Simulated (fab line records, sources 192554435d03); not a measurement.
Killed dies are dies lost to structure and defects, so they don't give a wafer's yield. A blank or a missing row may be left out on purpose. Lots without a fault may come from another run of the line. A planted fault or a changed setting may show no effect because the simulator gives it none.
Chamber matching | flow n5_finfet | N5_BEOL_M14_ETCH_67 on rie_diel-04: 4 sister chambers
The step etches SiARC in CF4, target depth 143 nm, time 238.3 s. 4 wafers are shown with their chamber, then 7 later ones without.

WAFERS WITH THEIR CHAMBER
wafer  | chamber | drypump_motor_current_A (A)
L075.3 | 3       | 6.5
L093.2 | 1       | 5.3
L093.4 | 0       | 5.2
L093.5 | 2       | 5.8

WAFERS WITHOUT THEIR CHAMBER
wafer  | drypump_motor_current_A (A)
L093.6 | 5.4
L095.1 | 6.5
L095.3 | 5.2
L095.6 | 5.7
L094.3 | 6.5
L094.5 | 5.8
L094.6 | 6.5

WHICH CHAMBER EACH WENT THROUGH
wafer  | from the rows above     | in truth
L093.6 | can't be placed: 1 or 0 | 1
L095.1 | 3                       | 3
L095.3 | can't be placed: 0 or 1 | 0
L095.6 | 2                       | 2
L094.3 | 3                       | 3
L094.5 | 2                       | 2
L094.6 | 3                       | 3
Placed correctly: 5 of 7. Can't be placed from these rows: 2 (the true chamber is among the candidates in 2). Placed wrongly: 0.
How it was worked out, from the rows above alone: a wafer's distance from a chamber is the root of the sum, over the readings, of the square of ((its reading less the chamber's mean) divided by the reading's scatter). The wafer belongs to the nearest chamber; if the next one is less than 2 further off, it can't be placed. A chamber's mean is the mean of its shown wafers. The scatter: with one shown wafer a chamber, the root of the mean of the squares of how far each hidden wafer lies from its nearest shown one.
